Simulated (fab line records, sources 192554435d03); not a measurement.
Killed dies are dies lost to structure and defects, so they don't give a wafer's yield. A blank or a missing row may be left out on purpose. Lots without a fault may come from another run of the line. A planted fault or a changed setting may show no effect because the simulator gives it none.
fab line records | flow n5_finfet
record lots=7 wafers=39
route steps=1938 shown FIN_SAQP@138 STI_FIN_REVEAL@183 DUMMY_GATE@246 SD_EPI_P@307 HKMG_FIN@413 BEOL_M4@1111
start_h: hours from the record's first day to the start of the lot's first wafer shown | wait_h: hours since the lot's step before | " the same as in the row above | L1.1+2: a row that stands for several wafers | - no value, or no start given | * or withheld: withheld | < > ~ a bound
route shown NAME@n: a module of which the file shows steps, and the number in the route of the first | usual: mean/standard deviation of fault-free wafers | same: alike in all rows | chamber/n: place in a boat | sites: the reading at each site | _std_site: their standard deviation | _edge_site: outer sites' mean less inner sites' | radius_mm: how far each site lies from the wafer's centre | mask NAME#n: copy n | behind: the tool/chamber that last shaped the wafer | hold: why the lot was held/for how many hours/how that ended | device: the transistor (n, p or np) that didn't switch | end of line: the same wafers' tests at the end of the route | a step without rows: its recipe alone | killed: dies lost to structure and defects at the first sort, not the wafer's yield | map: a wafer's dies, x killed, . not, _ none there
set.NAME: the setting as run; set.NAME@STEP: as run at that earlier step | model.NAME: the simulator's own value behind a step, which no gauge read
lots whose settings were changed on purpose; a table a step, a row a wafer
## steps
# step N5_FIN_SAQP_SPACER2_ALD_28
# recipe material=SiO2 target_thk_a=81 temp_c=300 ald_precursor_family=BDEAS ald_co_reactant=O2-plasma pulse_time_s=1 purge_time_s=2 co_reactant_purge_time_s=2 pressure_torr=2
# step N5_STI_FIN_REVEAL_ALD_00
# recipe material=SiO2 target_thk_a=10 temp_c=300 ald_precursor_family=BDEAS ald_co_reactant=O2-plasma pulse_time_s=1 pressure_torr=2
# step N5_DUMMY_GATE_ETCH_32
# recipe chemistry=CF4 target=SiO2 target_depth_a=35 time_s=3.9 ion_energy_ev=350 pressure_mtorr=10 icp_w=800 bias_w=400 cf4_flow_sccm=80
# step N5_SD_EPI_P_ETCH_36
# recipe chemistry=CF4 target=SiARC target_depth_a=455 mask_material=CAR-ArF-block time_s=75.8 ion_energy_ev=80 pressure_mtorr=40 source_w=545 bias_w=36 Ar_flow_sccm=100 cf4_flow_sccm=100 ends=cleared
# step N5_HKMG_FIN_CVD_62
# recipe material=a-Si target_thk_a=30 temp_c=500 precursor=Si2H6 pressure_torr=1 time_s=20.8
# step N5_HKMG_FIN_ETCH_32
# recipe chemistry=N2/H2 target=SOC target_depth_a=2400 temp_c=40 time_s=300 ion_energy_ev=200 mask_material=SiARC pressure_mtorr=30 source_w=840 bias_w=150 n2_flow_sccm=200 h2_flow_sccm=200
# step N5_BEOL_M4_RC_MEAS_101
# usual IOFF_N=0.164/0.02 IOFF_N_85C=3.2/0.34 IOFF_N_LIN=0.075/0.0075 IOFF_P_LONG=0.000107/6e-06 VT_N_LVT=98.3/2.8 VT_P=-250.0/2.3 VT_P_LONG=-274.8/2.3
# columns lot.wafer tool chamber start_h wait_h set.temp_c@FIN_SAQP_SPACER2_ALD_28 set.target_thk_a@STI_FIN_REVEAL_ALD_00 set.time_s@DUMMY_GATE_ETCH_32 set.bias_w@SD_EPI_P_ETCH_36 set.target_thk_a@HKMG_FIN_CVD_62 set.bias_w@HKMG_FIN_ETCH_32 IOFF_N[nA/um] IOFF_N_85C[nA/um] IOFF_N_LIN[nA/um] IOFF_P_LONG[nA/um] VT_N_LVT[mV] VT_P[mV] VT_P_LONG[mV]
L075.1 prober-02 0 171.73 0.0 293.3 10.49 3.9 36 33.15 122.2 0.173 3.2 0.079 0.000103 91.5 -250.6 -279.6
L075.2 " 0 " " 300 10 3.576 38.2 30 122.2 0.150 2.9 0.070 0.000109 100.1 -249.3 -274.3
L075.3 " 0 " " 300 10 3.576 36 30 122.2 0.157 3.0 0.073 0.00011 97.5 -248.3 -275.7
L075.4 " 0 " " 293.3 10 3.9 36 33.15 150 0.186 3.4 0.080 0.000103 92.0 -251.1 -278.3
L075.5 " 0 " " 300 10.49 3.9 38.2 30 150 0.149 2.8 0.068 0.00011 99.7 -252.2 -275.2
L075.6 " 0 " " 293.3 10.49 3.576 38.2 33.15 150 0.203 3.7 0.090 0.000103 89.2 -249.5 -277.3
L077.3 prober-02 0 174.91 0.3 300 10 3.9 36 30 150 0.149 3.0 0.071 9.7e-05 98.8 -254.8 -277.2
L077.5 " 0 " " 300 10 3.9 36 30 150 0.186 3.6 0.083 9.7e-05 97.1 -251.5 -276.3
L077.6 " 0 " " 300 10 3.9 36 30 150 0.138 2.8 0.066 9.7e-05 100.1 -253.1 -276.1
L078.1 prober-01 0 188.99 0.0 300 8.883 3.9 36 31.51 150 0.148 2.8 0.068 9.6e-05 98.6 -252.2 -279.1
L078.2 " 0 " " 288.5 10 3.286 29.44 31.51 150 0.193 3.5 0.084 9.2e-05 94.5 -249.8 -275.1
L078.3 " 0 " " 300 10 3.286 36 31.51 169.8 0.172 3.1 0.077 9.4e-05 96.6 -252.6 -278.8
L078.4 " 0 " " 288.5 8.883 3.286 29.44 30 169.8 0.152 2.9 0.071 9.7e-05 99.1 -251.4 -279.5
L078.5 " 0 " " 300 8.883 3.9 29.44 30 150 0.157 3.0 0.072 9.7e-05 98.8 -252.7 -277.9
L078.6 " 0 " " 288.5 10 3.9 36 30 169.8 0.220 4.0 0.093 9.5e-05 94.2 -247.5 -276.7
L076.1 prober-01 0 194.75 0.0 309.3 11.14 3.9 36 30 142.4 0.128 2.5 0.060 9.5e-05 103.0 -254.4 -277.9
L076.2 " 0 " " 300 10 3.9 42.08 28.56 142.4 0.168 3.2 0.076 0.000101 98.9 -251.5 -277.6
L076.3 " 0 " " 309.3 11.14 3.9 42.08 28.56 150 0.129 2.5 0.060 9.9e-05 103.8 -251.5 -276.2
L076.4 " 0 " " 309.3 10 3.9 36 28.56 142.4 0.112 2.3 0.054 9.9e-05 107.3 -255.9 -278.9
L076.5 " 0 " " 300 11.14 3.9 42.08 30 150 0.162 3.0 0.073 9.5e-05 99.8 -253.3 -280.0
L076.6 " 0 " " 300 10 3.9 36 30 150 0.156 2.9 0.070 9.8e-05 100.5 -253.7 -280.2
L079.1 prober-01 0 205.52 0.0 310.7 10.94 3.9 36 32.88 150 0.141 2.9 0.067 0.000112 95.0 -250.2 -277.0
L079.2 " 0 " " 300 10 3.9 38.16 30 150 0.179 3.6 0.082 0.000117 95.2 -244.0 -271.7
L079.3 " 0 " " 300 10.94 3.9 38.16 30 150 0.194 3.8 0.085 0.000117 94.4 -242.2 -269.4
L079.4 " 0 " " 300 10 3.9 36 32.88 163.3 0.158 3.2 0.075 0.000108 92.1 -250.6 -273.8
L079.5 " 0 " " 310.7 10 3.9 36 30 163.3 0.138 2.9 0.066 0.00012 99.5 -247.0 -269.5
L079.6 " 0 " " 310.7 10.94 3.9 38.16 32.88 163.3 0.192 3.8 0.085 0.000109 90.1 -248.4 -275.2
L087.1 prober-02 0 254.03 0.0 300 9.089 4.292 37.99 27.46 157.6 0.177 3.3 0.080 0.000105 94.9 -252.2 -276.8
L087.2 " 0 " " 300 10 3.9 36 30 150 0.160 3.0 0.074 9.9e-05 95.5 -252.2 -277.8
L087.3 " 0 " " 288.5 9.089 3.9 36 30 157.6 0.239 4.3 0.103 0.000101 89.1 -250.2 -276.9
L087.4 " 0 " " 300 10 4.292 37.99 30 157.6 0.189 3.5 0.082 9.8e-05 93.3 -249.8 -279.6
L087.5 " 0 " " 288.5 9.089 3.9 37.99 27.46 150 0.215 3.9 0.094 0.000102 90.8 -246.4 -278.2
L087.6 " 0 " " 288.5 10 4.292 36 27.46 150 0.274 4.7 0.108 0.000103 90.5 -248.6 -276.0
L095.1 prober-01 0 300.04 0.0 300 10 3.9 33.71 33.91 163.6 0.163 3.3 0.076 9.9e-05 87.3 -256.2 -279.0
L095.2 " 0 " " 305.7 10 3.9 36 33.91 163.6 0.151 3.0 0.071 9.7e-05 87.5 -254.5 -279.8
L095.3 " 0 " " 300 10 3.9 36 33.91 150 0.188 3.6 0.083 9.8e-05 86.6 -256.3 -280.1
L095.4 " 0 " " 300 10 3.9 36 30 163.6 0.194 3.8 0.086 0.000112 94.3 -248.5 -274.6
L095.5 " 0 " " 305.7 10 3.9 33.71 30 150 0.142 2.9 0.068 0.000112 97.3 -251.8 -273.7
L095.6 " 0 " " 305.7 10 3.9 33.71 30 150 0.171 3.4 0.079 0.000114 95.0 -249.3 -275.1
## key
split step=N5_FIN_SAQP_SPACER2_ALD_28 setting=temp_c stated_as=300
response step=N5_BEOL_M4_RC_MEAS_101 reading=IOFF_N_LIN slope=-0.00437 per=1% together_with=all explained=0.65
response step=N5_BEOL_M4_RC_MEAS_101 reading=IOFF_N slope=-0.0125 per=1% together_with=all explained=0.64
response step=N5_BEOL_M4_RC_MEAS_101 reading=VT_N_LVT slope=+1.14 per=1% together_with=all explained=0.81
response step=N5_BEOL_M4_RC_MEAS_101 reading=IOFF_N_85C slope=-0.196 per=1% together_with=all explained=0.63
split step=N5_STI_FIN_REVEAL_ALD_00 setting=target_thk_a stated_as=10
response none clear
split step=N5_DUMMY_GATE_ETCH_32 setting=time_s stated_as=3.9
response none clear
split step=N5_SD_EPI_P_ETCH_36 setting=bias_w stated_as=36
response none clear
split step=N5_HKMG_FIN_CVD_62 setting=target_thk_a stated_as=30
response step=N5_BEOL_M4_RC_MEAS_101 reading=IOFF_P_LONG slope=-8.05e-07 per=1% together_with=all explained=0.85
response step=N5_BEOL_M4_RC_MEAS_101 reading=VT_N_LVT slope=-0.479 per=1% together_with=all explained=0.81
response step=N5_BEOL_M4_RC_MEAS_101 reading=VT_P_LONG slope=-0.369 per=1% together_with=all explained=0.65
response step=N5_BEOL_M4_RC_MEAS_101 reading=VT_P slope=-0.336 per=1% together_with=all explained=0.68
split step=N5_HKMG_FIN_ETCH_32 setting=bias_w stated_as=150
response none clear
